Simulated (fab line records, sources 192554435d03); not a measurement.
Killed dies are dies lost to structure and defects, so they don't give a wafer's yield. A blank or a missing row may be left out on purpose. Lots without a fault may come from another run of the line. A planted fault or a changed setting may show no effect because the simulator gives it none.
fab line records | flow n5_finfet
record lots=5 wafers=15 last_day=20
route steps=1938 shown BEOL_M5@1170 BEOL_M6@1194
lots that met no fault: from a run of the same line without faults
start_h: hours from the record's first day to the start of the lot's first wafer shown | wait_h: hours since the lot's step before | " the same as in the row above | L1.1+2: a row that stands for several wafers | - no value, or no start given | * or withheld: withheld | < > ~ a bound
route shown NAME@n: a module of which the file shows steps, and the number in the route of the first | usual: mean/standard deviation of fault-free wafers | same: alike in all rows | chamber/n: place in a boat | sites: the reading at each site | _std_site: their standard deviation | _edge_site: outer sites' mean less inner sites' | radius_mm: how far each site lies from the wafer's centre | mask NAME#n: copy n | behind: the tool/chamber that last shaped the wafer | hold: why the lot was held/for how many hours/how that ended | device: the transistor (n, p or np) that didn't switch | end of line: the same wafers' tests at the end of the route | a step without rows: its recipe alone | killed: dies lost to structure and defects at the first sort, not the wafer's yield | map: a wafer's dies, x killed, . not, _ none there
set.NAME: the setting as run; set.NAME@STEP: as run at that earlier step | model.NAME: the simulator's own value behind a step, which no gauge read
lots at some steps of the route; a table a step, a row a wafer
services: from which hour (start_h, from the record's first day; less than 0 if before it) a tool's chamber was out of use, for how many hours, and why
## steps
# step N5_BEOL_M5_DEGAS_44
# recipe ambient=vacuum temp_c=250 time_s=60
# usual heater_power_w=329/32
# columns lot.wafer tool chamber start_h wait_h heater_power_w
L080.1 pvd_sputter-03 - 271.32 0.4 325
L080.4 " - " " 290
L080.6 " - " " 321
L083.1 pvd_sputter-02 - 292.62 0.3 302
L083.5 " - " " 309
L083.6 " - " " 410
L088.1 pvd_sputter-03 - 323.59 0.5 327
L088.2 " - " " 295
L088.4 " - " " 317
L087.1 pvd_sputter-03 - 330.18 0.6 286
L087.4 " - " " 318
L087.6 " - " " 322
L096.1 pvd_sputter-03 - 380.54 1.2 334
L096.5 " - " " 318
L096.6 " - " " 329
# step N5_BEOL_M5_PRE_CLEAN_45
# recipe gas=H2/He time_s=30 temp_c=250
# usual heater_power_w=328/31
# columns lot.wafer tool chamber start_h wait_h heater_power_w
L080.1 pvd_sputter-03 - 271.36 0.0 325
L080.4 " - " " 296
L080.6 " - " " 323
L083.1 pvd_sputter-02 - 292.66 0.0 306
L083.5 " - " " 314
L083.6 " - " " 411
L088.1 pvd_sputter-03 - 323.63 0.0 322
L088.2 " - " " 290
L088.4 " - " " 322
L087.1 pvd_sputter-03 - 330.22 0.0 291
L087.4 " - " " 319
L087.6 " - " " 321
L096.1 pvd_sputter-03 - 380.58 0.0 327
L096.5 " - " " 323
L096.6 " - " " 327
# step N5_BEOL_M5_ALD_86
# recipe material=TaN target_thk_a=* temp_c=275 ald_precursor_family=PDMAT ald_co_reactant=NH3 pressure_torr=3 carrier_flow_sccm=1500 pulse_time_s=2 purge_time_s=3 co_reactant_purge_time_s=2 co_reactant_pulse_time_s=3 ald_cycles=30 precursor_vessel_temp_c=75 precursor_vessel_pressure_torr=26.25 precursor_vessel_carrier_sccm=1000
# usual heater_power_w=405/32 mfc_carrier_sccm=1501/4.5 precursor_vessel_temp_c=75.01/0.14
# same co_reactant_purge_time_s=2
# columns lot.wafer tool chamber start_h wait_h heater_power_w mfc_carrier_sccm precursor_vessel_temp_c since_wet_clean_h
L080.1 ald_metal-01 3 271.43 0.0 372 1494 74.86 1473
L080.4 " 1 " " 378 1509 74.90 1473
L080.6 " 1 " " 369 1500 74.85 -
L083.1 ald_metal-03 2 292.74 0.1 454 1500 75.07 4571
L083.5 " 3 " " 444 1500 74.82 -
L083.6 " 2 " " 443 1494 74.87 -
L088.1 ald_metal-04 1 323.69 0.0 380 1503 74.99 6140
L088.2 " 0 " " 427 1500 74.90 6140
L088.4 " 3 " " 484 1499 75.02 6140
L087.1 ald_metal-01 2 330.31 0.1 403 1502 74.98 1532
L087.4 " 1 " " 371 1503 75.41 1532
L087.6 " 1 " " 376 1499 75.23 -
L096.1 ald_metal-01 3 380.64 0.0 360 1500 74.85 1582
L096.5 " 1 " " 374 1505 75.11 -
L096.6 " 0 " " 403 1504 75.09 -
# step N5_BEOL_M5_SURFACE_TREAT_87
# recipe gas=Ar time_s=* ion_energy_ev=* ion_current_ma_cm2=0.5 pressure_mtorr=* ar_flow_sccm=30
# usual throttle_valve_pct=*
# columns lot.wafer tool chamber start_h wait_h throttle_valve_pct
L080.1 pvd_sputter-03 - 271.72 0.2 *
L080.4 " - " " *
L080.6 " - " " *
L083.1 pvd_sputter-03 - 293.15 0.3 *
L083.5 " - " " *
L083.6 " - " " *
L088.1 pvd_sputter-02 - 324.06 0.3 *
L088.2 " - " " *
L088.4 " - " " *
L087.1 pvd_sputter-03 - 330.74 0.3 *
L087.4 " - " " *
L087.6 " - " " *
L096.1 pvd_sputter-03 - 380.90 0.2 *
L096.5 " - " " *
L096.6 " - " " *
# step N5_BEOL_M5_CVD_47
# recipe material=Co target_thk_a=30 temp_c=withheld precursor=CCTBA/H2 pressure_torr=30 time_s=216
# columns lot.wafer tool chamber start_h wait_h since_wet_clean_h
L080.1 cvd_co-01 1 271.81 0.1 135
L080.4 " 0 " " -
L080.6 " 2 " " -
L083.1 cvd_co-02 2 293.26 0.1 375
L083.5 " 2 " " -
L083.6 " 0 " " -
L088.1 cvd_co-02 1 324.16 0.1 1303
L088.2 " 2 " " 406
L088.4 " 1 " " -
L087.1 cvd_co-02 1 330.83 0.1 1310
L087.4 " 1 " " -
L087.6 " 0 " " -
L096.1 cvd_co-02 0 381.01 0.1 922
L096.5 " 2 " " -
L096.6 " 0 " " -
# step N5_BEOL_M5_SPUTTER_48
# recipe material=Cu target_thk_a=150 temp_c=-20 chamber_pressure_pa=0.07 power_w=withheld time_s=27.62
# usual chuck_gas_flow_sccm=1.27/0.053 throttle_valve_pct=30.3/0.59
# columns lot.wafer tool chamber start_h wait_h chuck_gas_flow_sccm throttle_valve_pct
L080.1 pvd_sputter-03 - 271.98 0.1 1.27 30.5
L080.4 " - " " 1.37 30.2
L080.6 " - " " 1.25 29.4
L083.1 pvd_sputter-01 - 293.49 0.2 1.22 31.0
L083.5 " - " " 1.33 31.3
L083.6 " - " " 1.23 30.2
L088.1 pvd_sputter-02 - 324.58 0.4 1.32 29.9
L088.2 " - " " 1.27 30.1
L088.4 " - " " 1.29 30.1
L087.1 pvd_sputter-02 - 330.99 0.1 1.31 29.9
L087.4 " - " " 1.21 29.8
L087.6 " - " " 1.29 30.7
L096.1 pvd_sputter-01 - 381.21 0.1 1.25 30.0
L096.5 " - " " 1.36 30.3
L096.6 " - " " 1.31 30.9
# step N5_BEOL_M5_ANNEAL_49
# recipe temp_c=400 time_s=1800 ambient=vacuum
# usual heater_power_w=835/85
# columns lot.wafer tool chamber start_h wait_h heater_power_w
L080.1 pvd_sputter-03 - 272.06 0.0 734
L080.4 " - " " 800
L080.6 " - " " 798
L083.1 pvd_sputter-01 - 293.57 0.0 778
L083.5 " - " " 808
L083.6 " - " " 848
L088.1 pvd_sputter-02 - 324.66 0.0 952
L088.2 " - " " 788
L088.4 " - " " 804
L087.1 pvd_sputter-02 - 331.07 0.0 977
L087.4 " - " " 959
L087.6 " - " " 768
L096.1 pvd_sputter-01 - 381.29 0.0 859
L096.5 " - " " 845
L096.6 " - " " 789
# step N5_BEOL_M5_SPUTTER_81
# recipe material=Cu target_thk_a=150 temp_c=-20 chamber_pressure_pa=0.07 power_w=withheld time_s=27.62
# usual chuck_gas_flow_sccm=1.27/0.055 throttle_valve_pct=30.3/0.59
# columns lot.wafer tool chamber start_h wait_h chuck_gas_flow_sccm throttle_valve_pct
L080.1 pvd_sputter-03 - 273.07 0.5 1.31 30.7
L080.4 " - " " 1.33 30.1
L080.6 " - " " 1.28 29.2
L083.1 pvd_sputter-01 - 294.57 0.5 1.31 31.1
L083.5 " - " " 1.30 31.0
L083.6 " - " " 1.33 30.4
L088.1 pvd_sputter-02 - 325.67 0.5 1.22 29.7
L088.2 " - " " 1.31 30.1
L088.4 " - " " 1.29 30.2
L087.1 pvd_sputter-02 - 332.08 0.5 1.29 29.7
L087.4 " - " " 1.25 29.7
L087.6 " - " " 1.30 30.9
L096.1 pvd_sputter-01 - 382.29 0.5 1.42 30.2
L096.5 " - " " 1.31 30.1
L096.6 " - " " 1.20 31.1
# step N5_BEOL_M5_ANNEAL_82
# recipe temp_c=400 time_s=1800 ambient=vacuum
# usual heater_power_w=834/83
# columns lot.wafer tool chamber start_h wait_h heater_power_w
L080.1 pvd_sputter-03 - 273.15 0.0 741
L080.4 " - " " 813
L080.6 " - " " 806
L083.1 pvd_sputter-01 - 294.65 0.0 772
L083.5 " - " " 809
L083.6 " - " " 842
L088.1 pvd_sputter-02 - 325.75 0.0 994
L088.2 " - " " 775
L088.4 " - " " 794
L087.1 pvd_sputter-02 - 332.16 0.0 965
L087.4 " - " " 957
L087.6 " - " " 776
L096.1 pvd_sputter-01 - 382.37 0.0 849
L096.5 " - " " 826
L096.6 " - " " 785
# step N5_BEOL_M5_SPUTTER_83
# recipe material=Cu target_thk_a=150 temp_c=-20 chamber_pressure_pa=0.07 power_w=withheld time_s=27.62
# usual chuck_gas_flow_sccm=1.26/0.053 throttle_valve_pct=30.3/0.59
# columns lot.wafer tool chamber start_h wait_h chuck_gas_flow_sccm throttle_valve_pct
L080.1 pvd_sputter-03 - 274.16 0.5 1.28 30.7
L080.4 " - " " 1.32 29.9
L080.6 " - " " 1.25 29.2
L083.1 pvd_sputter-01 - 295.66 0.5 1.35 31.1
L083.5 " - " " 1.23 30.9
L083.6 " - " " 1.18 30.1
L088.1 pvd_sputter-02 - 326.76 0.5 1.30 29.6
L088.2 " - " " 1.22 30.3
L088.4 " - " " 1.14 30.3
L087.1 pvd_sputter-02 - 333.16 0.5 1.29 29.8
L087.4 " - " " 1.17 29.5
L087.6 " - " " 1.30 30.7
L096.1 pvd_sputter-01 - 383.38 0.5 1.22 30.1
L096.5 " - " " 1.19 30.3
L096.6 " - " " 1.25 31.1
# step N5_BEOL_M5_ANNEAL_84
# recipe temp_c=400 time_s=1800 ambient=vacuum
# usual heater_power_w=834/82
# columns lot.wafer tool chamber start_h wait_h heater_power_w
L080.1 pvd_sputter-03 - 274.24 0.0 737
L080.4 " - " " 792
L080.6 " - " " 785
L083.1 pvd_sputter-01 - 295.74 0.0 768
L083.5 " - " " 779
L083.6 " - " " 820
L088.1 pvd_sputter-02 - 326.84 0.0 981
L088.2 " - " " 800
L088.4 " - " " 787
L087.1 pvd_sputter-02 - 333.24 0.0 981
L087.4 " - " " 981
L087.6 " - " " 774
L096.1 pvd_sputter-01 - 383.46 0.0 848
L096.5 " - " " 849
L096.6 " - " " 800
# step N5_BEOL_M5_SPUTTER_88
# recipe material=Cu target_thk_a=150 temp_c=-20 chamber_pressure_pa=0.07 power_w=withheld time_s=27.62
# usual chuck_gas_flow_sccm=1.27/0.048 throttle_valve_pct=30.3/0.59
# columns lot.wafer tool chamber start_h wait_h chuck_gas_flow_sccm throttle_valve_pct
L080.1 pvd_sputter-03 - 275.24 0.5 1.13 30.7
L080.4 " - " " 1.31 30.2
L080.6 " - " " 1.34 29.0
L083.1 pvd_sputter-01 - 296.75 0.5 1.27 30.8
L083.5 " - " " 1.23 30.8
L083.6 " - " " 1.29 30.2
L088.1 pvd_sputter-02 - 327.84 0.5 1.31 29.7
L088.2 " - " " 1.27 30.0
L088.4 " - " " 1.23 30.1
L087.1 pvd_sputter-02 - 334.25 0.5 1.23 29.7
L087.4 " - " " 1.29 29.8
L087.6 " - " " 1.24 30.9
L096.1 pvd_sputter-01 - 384.47 0.5 1.26 30.1
L096.5 " - " " 1.19 30.3
L096.6 " - " " 1.28 31.1
# step N5_BEOL_M5_ANNEAL_89
# recipe temp_c=400 time_s=1800 ambient=vacuum
# usual heater_power_w=835/83
# columns lot.wafer tool chamber start_h wait_h heater_power_w
L080.1 pvd_sputter-03 - 275.32 0.0 743
L080.4 " - " " 806
L080.6 " - " " 807
L083.1 pvd_sputter-01 - 296.83 0.0 828
L083.5 " - " " 811
L083.6 " - " " 832
L088.1 pvd_sputter-02 - 327.92 0.0 946
L088.2 " - " " 780
L088.4 " - " " 791
L087.1 pvd_sputter-02 - 334.33 0.0 952
L087.4 " - " " 965
L087.6 " - " " 772
L096.1 pvd_sputter-01 - 384.55 0.0 824
L096.5 " - " " 852
L096.6 " - " " 802
# step N5_BEOL_M5_SPUTTER_90
# recipe material=Cu target_thk_a=45 temp_c=-20 chamber_pressure_pa=0.07 power_w=withheld time_s=8.29
# usual chuck_gas_flow_sccm=1.27/0.052 throttle_valve_pct=30.3/0.6
# columns lot.wafer tool chamber start_h wait_h chuck_gas_flow_sccm throttle_valve_pct
L080.1 pvd_sputter-03 - 276.33 0.5 1.26 30.3
L080.4 " - " " 1.24 30.5
L080.6 " - " " 1.33 29.2
L083.1 pvd_sputter-01 - 297.83 0.5 1.34 31.0
L083.5 " - " " 1.26 31.0
L083.6 " - " " 1.18 30.3
L088.1 pvd_sputter-02 - 328.93 0.5 1.25 29.7
L088.2 " - " " 1.21 30.1
L088.4 " - " " 1.28 30.2
L087.1 pvd_sputter-02 - 335.34 0.5 1.21 29.4
L087.4 " - " " 1.34 29.7
L087.6 " - " " 1.20 30.8
L096.1 pvd_sputter-01 - 385.55 0.5 1.22 30.2
L096.5 " - " " 1.18 30.3
L096.6 " - " " 1.38 31.0
# step N5_BEOL_M5_ECD_50
# recipe material=Cu target_thk_a=3000
# columns lot.wafer tool chamber start_h wait_h
L080.1+4+6 ecd_cu-02 1,1,0 276.46 0.1
L083.1+5+6 ecd_cu-02 0,0,1 297.95 0.1
L088.1+2+4 ecd_cu-01 1,0,0 329.05 0.1
L087.1+4+6 ecd_cu-01 0,1,0 335.45 0.1
L096.1+5+6 ecd_cu-01 1,1,0 385.67 0.1
# step N5_BEOL_M5_ANNEAL_51
# recipe temp_c=225 time_s=90 ambient=N2
# usual wafer_temp_C_max=225.87/0.24
# columns lot.wafer tool chamber start_h wait_h wafer_temp_C_max
L080.1 rtp_anneal-02 0 276.55 0.1 226.01
L080.4 " 0 " " 226.07
L080.6 " 0 " " 226.03
L083.1 rtp_anneal-02 0 298.23 0.3 225.70
L083.5 " 0 " " 225.92
L083.6 " 0 " " 225.77
L088.1 rtp_anneal-02 0 329.13 0.1 225.95
L088.2 " 0 " " 225.86
L088.4 " 0 " " 225.93
L087.1 rtp_anneal-01 0 335.54 0.1 225.66
L087.4 " 0 " " 225.95
L087.6 " 0 " " 225.58
L096.1 rtp_anneal-02 0 385.77 0.1 226.24
L096.5 " 0 " " 225.51
L096.6 " 0 " " 225.97
# step N5_BEOL_M5_CMP_52
# recipe stop_on=SiCOH_lowk t_overpolish_s=6.9 down_force_psi=1 platen_rpm=50 clearing_platen_down_force_psi=1.5 clearing_platen_rpm=50 post_cmp_clean=cu_alkaline target_thk_nm=62 clearing_platen_pad_velocity_m_s=0.99484 pad_velocity_m_s=0.99484
# usual barrier_field_endpoint_s=24.9/0.74 head_pressure_psi=0.9998/0.0024 motor_current_A=6.3/0.47 overpolish_run_s=6.900/0.0081 slurry_flow_ml_min=150.0/0.42 time_to_endpoint_s=62/3.8
# columns lot.wafer tool chamber start_h wait_h barrier_field_endpoint_s head_pressure_psi motor_current_A overpolish_run_s slurry_flow_ml_min time_to_endpoint_s
L080.4 cmp-01 0 276.85 0.1 25.1 0.9990 6.1 6.903 150.5 65
L080.1 " 1 " " 23.8 0.9997 6.7 6.900 150.4 59
L080.6 " 0 " " 24.2 1.0037 5.9 6.882 150.2 63
L083.1 cmp-04 3 298.53 0.3 24.5 0.9973 6.1 6.890 150.6 61
L083.5 " 3 " " 24.3 0.9999 6.6 6.888 150.5 60
L083.6 " 0 " " 25.8 0.9981 6.4 6.897 150.3 62
L088.2 cmp-01 1 329.47 0.2 23.7 1.0010 6.7 6.902 150.8 57
L088.1 " 2 " " 24.7 1.0016 5.4 6.902 150.8 64
L088.4 " 3 " " 25.8 1.0013 6.6 6.884 149.6 62
L087.1 cmp-04 2 336.65 1.1 24.5 0.9989 5.9 6.901 148.9 58
L087.4 " 3 " " 24.7 0.9971 6.2 6.900 149.8 60
L087.6 " 2 " " 24.3 1.0016 6.0 6.903 149.7 58
L096.1 cmp-02 0 386.18 0.4 25.3 0.9973 6.3 6.905 149.9 66
L096.6 " 1 " " 26.1 1.0020 7.0 6.884 149.5 65
L096.5 " 2 " " 24.2 0.9977 6.0 6.889 150.9 61
# step N5_BEOL_M5_THK_MEAS_53
# recipe thk_meas_gauge=xrf reads=Cu_of_BEOL_M5_ECD_50
# usual M5_THK=63.3/2.2
# columns lot.wafer tool chamber start_h wait_h M5_THK[nm]
L080.1 film_metro-02 - 277.14 - 62.9
L080.4 " - " " 61.7
L080.6 " - " " 61.7
L083.1 film_metro-02 - 298.82 - 63.2
L083.5 " - " " 63.2
L083.6 " - " " 62.5
L088.1 film_metro-01 - 329.72 - 65.1
L088.2 " - " " 64.7
L088.4 " - " " 64.8
L087.1 film_metro-01 - 336.91 - 60.2
L087.4 " - " " 62.1
L087.6 " - " " 63.2
L096.1 film_metro-01 - 386.36 - 62.5
L096.5 " - " " 61.9
L096.6 " - " " 62.4
# step N5_BEOL_M5_PRE_CLEAN_77
# recipe gas=NH3/H2 time_s=15 temp_c=* rf_power_w=300
# usual heater_power_w=98/22 rf_fwd_power_W=296.8/1.2
# columns lot.wafer tool chamber start_h wait_h heater_power_w rf_fwd_power_W since_wet_clean_h
L080.1 cvd_co-02 1 277.31 0.2 133 295.2 1256
L080.4 " 1 " " 137 293.9 -
L080.6 " 2 " " 116 297.2 -
L083.1 cvd_co-02 2 298.86 0.0 115 297.7 381
L083.5 " 2 " " 110 297.1 -
L083.6 " 1 " " 135 294.6 -
L088.1 cvd_co-02 1 329.76 0.0 134 295.1 1308
L088.2 " 0 " " 88 296.3 871
L088.4 " 1 " " 131 295.6 -
L087.1 cvd_co-01 2 337.17 0.3 89 297.0 569
L087.4 " 2 " " 87 298.0 -
L087.6 " 0 " " 62 297.4 -
L096.1 cvd_co-01 0 386.40 0.0 66 297.4 1146
L096.5 " 0 " " 65 297.7 -
L096.6 " 2 " " 86 295.9 -
# step N5_BEOL_M5_CO_CAP_78
# recipe material=Co target_thk_a=20 temp_c=200 precursor=CCTBA/H2 pressure_torr=30 time_s=102.1
# usual heater_power_w=252/27
# columns lot.wafer tool chamber start_h wait_h heater_power_w since_wet_clean_h
L080.1 cvd_co-02 1 277.37 0.0 295 1256
L080.4 " 1 " " 302 -
L080.6 " 2 " " 273 -
L083.1 cvd_co-02 2 298.90 0.0 273 381
L083.5 " 2 " " 273 -
L083.6 " 1 " " 299 -
L088.1 cvd_co-02 1 329.80 0.0 306 1308
L088.2 " 0 " " 240 871
L088.4 " 1 " " 293 -
L087.1 cvd_co-01 2 337.21 0.0 240 569
L087.4 " 2 " " 240 -
L087.6 " 0 " " 205 -
L096.1 cvd_co-01 0 386.44 0.0 203 1146
L096.5 " 0 " " 210 -
L096.6 " 2 " " 240 -
# step N5_BEOL_M5_PRE_CLEAN_55
# recipe gas=NH3 time_s=15 temp_c=withheld rf_power_w=300
# usual rf_fwd_power_W=294.9/1.5
# columns lot.wafer tool chamber start_h wait_h rf_fwd_power_W since_wet_clean_h
L080.1 pecvd-02 2 277.50 0.1 295.7 227
L080.4 " 2 " " 294.8 -
L080.6 " 1 " " 295.0 -
L083.1 pecvd-04 2 298.99 0.1 293.3 606
L083.5 " 2 " " 294.0 -
L083.6 " 1 " " 296.5 -
L088.1 pecvd-03 2 329.89 0.1 295.0 99
L088.2 " 0 " " 290.6 853
L088.4 " 0 " " 293.2 -
L087.1 pecvd-04 1 337.30 0.1 294.8 2129
L087.4 " 2 " " 294.4 -
L087.6 " 1 " " 294.4 -
L096.1 pecvd-03 2 386.53 0.1 293.9 155
L096.5 " 1 " " 295.9 -
L096.6 " 2 " " 293.6 -
# step N5_BEOL_M5_DEP_56
# recipe material=SiCN target_thk_a=80 temp_c=withheld precursor=3MS/NH3 pressure_torr=3 rf_w=202 time_s=14
# usual rf_fwd_power_W=199.5/0.88 showerhead_plenum_p_Torr=3.662/0.01 throttle_valve_pct=8.9/0.58
# columns lot.wafer tool chamber start_h wait_h rf_fwd_power_W showerhead_plenum_p_Torr since_wet_clean_h throttle_valve_pct
L080.1 pecvd-02 2 277.52 0.0 199.7 3.656 227 8.2
L080.4 " 2 " " 199.9 3.658 - 8.2
L080.6 " 1 " " 199.2 3.670 - 9.5
L083.1 pecvd-04 2 299.02 0.0 198.8 3.658 606 8.7
L083.5 " 2 " " 199.3 3.650 - 8.6
L083.6 " 1 " " 200.0 3.665 - 10.0
L088.1 pecvd-03 2 329.92 0.0 199.9 3.645 99 8.0
L088.2 " 0 " " 197.7 3.670 853 9.2
L088.4 " 0 " " 197.8 3.673 - 9.0
L087.1 pecvd-04 1 337.32 0.0 199.3 3.677 2129 10.3
L087.4 " 2 " " 198.8 3.668 - 8.6
L087.6 " 1 " " 199.9 3.667 - 10.2
L096.1 pecvd-03 2 386.55 0.0 199.2 3.643 155 8.2
L096.5 " 1 " " 199.0 3.661 - 9.6
L096.6 " 2 " " 198.9 3.648 - 8.4
# step N5_BEOL_M5_RS_MEAS_57
# recipe thk_meas_gauge=four-point-probe reads=Co_of_BEOL_M5_CO_CAP_78+Cu_of_BEOL_M5_ECD_50+Co_of_BEOL_M5_CVD_47+TaN_of_BEOL_M5_ALD_86
# usual M5_RS=0.385/0.016
# columns lot.wafer tool chamber start_h wait_h M5_RS[ohm/sq]
L080.1 film_metro-01 - 277.59 0.0 0.384
L080.4 " - " " 0.392
L080.6 " - " " 0.393
L083.1 film_metro-01 - 299.08 0.0 0.382
L083.5 " - " " 0.385
L083.6 " - " " 0.386
L088.1 film_metro-02 - 329.98 0.0 0.369
L088.2 " - " " 0.374
L088.4 " - " " 0.372
L087.1 film_metro-02 - 337.39 0.0 0.406
L087.4 " - " " 0.392
L087.6 " - " " 0.382
L096.1 film_metro-01 - 386.62 0.0 0.388
L096.5 " - " " 0.395
L096.6 " - " " 0.392
# step N5_BEOL_M5_INSPECT_58
# recipe inspect_instrument=darkfield mode=post_dep
# usual raw_defect_count=74/28
# columns lot.wafer tool chamber start_h wait_h raw_defect_count
L080.1 defect_inspect-01 - 277.61 0.0 48
L080.4 " - " " 74
L080.6 " - " " 54
L083.1 defect_inspect-01 - 299.11 0.0 59
L083.5 " - " " 71
L083.6 " - " " 117
L088.1 defect_inspect-01 - 330.01 0.0 59
L088.2 " - " " 47
L088.4 " - " " 81
L087.1 defect_inspect-02 - 337.42 0.0 94
L087.4 " - " " 93
L087.6 " - " " 103
L096.1 defect_inspect-02 - 386.65 0.0 38
L096.5 " - " " 50
L096.6 " - " " 35
# step N5_BEOL_M6_ILD_DEP_00
# recipe material=SiCOH_lowk target_thk_a=1797.5 temp_c=300 precursor=DEMS/porogen pressure_torr=5 rf_w=500 time_s=33.4
# usual heater_power_w=318/50 rf_fwd_power_W=495.3/1.9 showerhead_plenum_p_Torr=5.735/0.016 throttle_valve_pct=13.8/0.79
# columns lot.wafer tool chamber start_h wait_h heater_power_w rf_fwd_power_W showerhead_plenum_p_Torr since_wet_clean_h throttle_valve_pct
L080.1 pecvd-02 0 277.65 0.0 254 497.3 5.736 982 13.4
L080.4 " 1 " " 362 493.2 5.751 - 14.1
L080.6 " 2 " " 208 494.2 5.729 - 12.7
L083.1 pecvd-02 1 299.15 0.0 312 494.1 5.739 1728 14.4
L083.5 " 1 " " 331 494.2 5.742 - 14.4
L083.6 " 2 " " 215 497.9 5.722 - 12.7
L088.1 pecvd-02 1 330.05 0.0 361 495.0 5.730 1759 14.5
L088.2 " 0 " " 316 499.8 5.722 1034 13.6
L088.4 " 2 " " 223 497.0 5.733 - 12.8
L087.1 pecvd-01 2 337.45 0.0 365 493.9 5.719 469 13.2
L087.4 " 0 " " 345 496.6 5.703 - 14.8
L087.6 " 1 " " 387 492.1 5.750 - 14.3
L096.1 pecvd-02 1 386.68 0.0 327 496.8 5.734 1816 14.5
L096.5 " 0 " " 307 496.1 5.721 - 13.5
L096.6 " 1 " " 354 497.5 5.739 - 13.9
# step N5_BEOL_M6_CURE_74
# recipe temp_c=385 time_s=240 ambient=He/Ar material=SiCOH_lowk
# usual lamp_power_pct=52.31/0.055 wafer_temp_C_max=387.0/0.72
# columns lot.wafer tool chamber start_h wait_h lamp_power_pct wafer_temp_C_max
L080.1 uv_cure-02 2 277.71 0.0 52.25 386.6
L080.4 " 2 " " 52.38 387.5
L080.6 " 2 " " 52.33 387.4
L083.1 uv_cure-02 0 299.48 0.3 52.34 386.7
L083.5 " 0 " " 52.39 386.2
L083.6 " 0 " " 52.40 386.2
L088.1 uv_cure-01 1 330.11 0.0 52.34 387.6
L088.2 " 1 " " 52.26 387.3
L088.4 " 1 " " 52.32 387.5
L087.1 uv_cure-01 2 337.52 0.0 52.33 388.4
L087.4 " 2 " " 52.27 388.4
L087.6 " 2 " " 52.33 387.9
L096.1 uv_cure-03 0 386.77 0.1 52.28 386.9
L096.5 " 0 " " 52.34 387.8
L096.6 " 0 " " 52.17 387.0
# step N5_BEOL_M6_THK_MEAS_01
# recipe reads=SiCOH_lowk_of_BEOL_M6_ILD_DEP_00
# usual M6_ILD_THK=155.2/2.7
# columns lot.wafer tool chamber start_h wait_h M6_ILD_THK[nm]
L080.1 film_metro-01 - 278.23 0.4 156.3
L080.4 " - " " 159.6
L080.6 " - " " 160.6
L083.1 film_metro-02 - 299.99 0.4 155.2
L083.5 " - " " 157.9
L083.6 " - " " 158.4
L088.1 film_metro-02 - 330.62 0.4 157.6
L088.2 " - " " 158.6
L088.4 " - " " 156.9
L087.1 film_metro-02 - 338.03 0.4 151.0
L087.4 " - " " 158.1
L087.6 " - " " 154.6
L096.1 film_metro-01 - 387.28 0.4 153.2
L096.5 " - " " 159.5
L096.6 " - " " 158.3
# step N5_BEOL_M6_PECVD_70
# recipe material=SiO2 target_thk_a=200 temp_c=400 precursor=TEOS/O2 pressure_torr=5.5 rf_w=450 teos_flow_sccm=53.8 gas=O2 flow_sccm=3000 time_s=22.7
# usual heater_power_w=716/110 rf_fwd_power_W=445.2/1.9 showerhead_plenum_p_Torr=8.76/0.058 throttle_valve_pct=22.3/1.4
# columns lot.wafer tool chamber start_h wait_h heater_power_w rf_fwd_power_W showerhead_plenum_p_Torr since_wet_clean_h throttle_valve_pct
L080.1 pecvd-02 2 278.26 0.0 559 445.8 8.76 228 20.1
L080.4 " 0 " " 680 446.4 8.75 - 22.1
L080.6 " 2 " " 551 446.8 8.76 - 20.3
L083.1 pecvd-02 2 300.03 0.0 493 445.3 8.74 250 20.5
L083.5 " 2 " " 510 445.3 8.74 - 20.2
L083.6 " 0 " " 714 446.4 8.73 - 22.0
L088.1 pecvd-02 0 330.66 0.0 633 446.1 8.74 1035 22.1
L088.2 " 2 " " 526 446.0 8.76 281 20.2
L088.4 " 2 " " 515 445.4 8.75 - 20.4
L087.1 pecvd-04 0 338.07 0.0 855 444.8 8.75 1404 21.7
L087.4 " 0 " " 852 447.1 8.74 - 22.0
L087.6 " 2 " " 747 443.5 8.79 - 20.8
L096.1 pecvd-04 2 387.32 0.0 697 443.3 8.78 695 21.2
L096.5 " 2 " " 679 445.2 8.78 - 21.1
L096.6 " 1 " " 725 444.8 8.82 - 25.2
# step N5_BEOL_M6_HM_DEP_02
# recipe material=TiN target_thk_a=200 temp_c=25 chamber_pressure_pa=0.49996
# usual throttle_valve_pct=30.3/0.61
# columns lot.wafer tool chamber start_h wait_h throttle_valve_pct
L080.1 pvd_sputter-01 - 279.87 1.6 29.8
L080.4 " - " " 30.8
L080.6 " - " " 29.8
L083.1 pvd_sputter-02 - 300.51 0.5 30.3
L083.5 " - " " 30.2
L083.6 " - " " 30.6
L088.1 pvd_sputter-02 - 330.81 0.1 29.7
L088.2 " - " " 30.7
L088.4 " - " " 29.6
L087.1 pvd_sputter-03 - 338.75 0.7 30.7
L087.4 " - " " 29.2
L087.6 " - " " 29.5
L096.1 pvd_sputter-01 - 388.41 1.1 29.8
L096.5 " - " " 30.3
L096.6 " - " " 30.0
# step N5_BEOL_M6_COAT_59
# recipe resist=SOC temp_c=250 time_s=60 spin_rpm=1500 resist_thk_nm=100
# usual plate_temp_C=250.04/0.15 resist_line_temp_C=23.01/0.11
# columns lot.wafer tool chamber start_h wait_h plate_temp_C resist_line_temp_C
L080.1 litho_track-04 0 280.00 0.1 250.00 23.02
L080.4 " 0 " " 249.88 23.14
L080.6 " 0 " " 250.07 22.98
L083.1 litho_track-04 0 300.64 0.1 250.36 22.88
L083.5 " 0 " " 250.03 22.96
L083.6 " 0 " " 250.00 22.86
L088.1 litho_track-01 0 330.94 0.1 249.97 23.11
L088.2 " 0 " " 250.12 23.16
L088.4 " 0 " " 250.08 23.21
L087.1 litho_track-04 0 338.88 0.1 250.16 23.04
L087.4 " 0 " " 249.98 23.09
L087.6 " 0 " " 250.23 23.26
L096.1 litho_track-01 0 388.54 0.1 250.19 22.90
L096.5 " 0 " " 249.94 22.93
L096.6 " 0 " " 249.93 22.84
## services
# columns tool chamber start_h hours kind
ecd_cu-01 - 250.33 4.0 repair
cmp-01 - 251.22 4.1 repair
pecvd-03 - 251.82 0.4 repair
ald_metal-03 0 256.02 6.5 repair
ecd_cu-01 - 268.25 2.1 repair
uv_cure-02 - 275.96 1.0 pm
cvd_co-02 0 276.78 11.1 repair
cmp-02 - 278.14 6.8 pm
cmp-04 - 283.36 2.0 repair
cmp-01 - 286.09 2.0 repair
ald_metal-01 0 297.04 3.2 repair
ald_metal-03 2 304.12 26.3 repair
cvd_co-01 2 308.57 5.2 repair
cmp-04 - 309.70 0.3 repair
cmp-02 - 316.58 2.1 repair
ald_metal-03 1 328.56 3.3 repair
ald_metal-01 0 336.39 13.5 repair
cvd_co-01 0 340.67 19.2 repair
uv_cure-01 - 347.44 2.0 repair
cmp-01 - 351.23 0.9 repair
cvd_co-02 - 360.18 14.6 pm
ecd_cu-02 - 370.21 1.8 repair
pecvd-04 0 377.57 5.4 repair
cmp-01 - 385.15 1.7 repair
## key
fault none
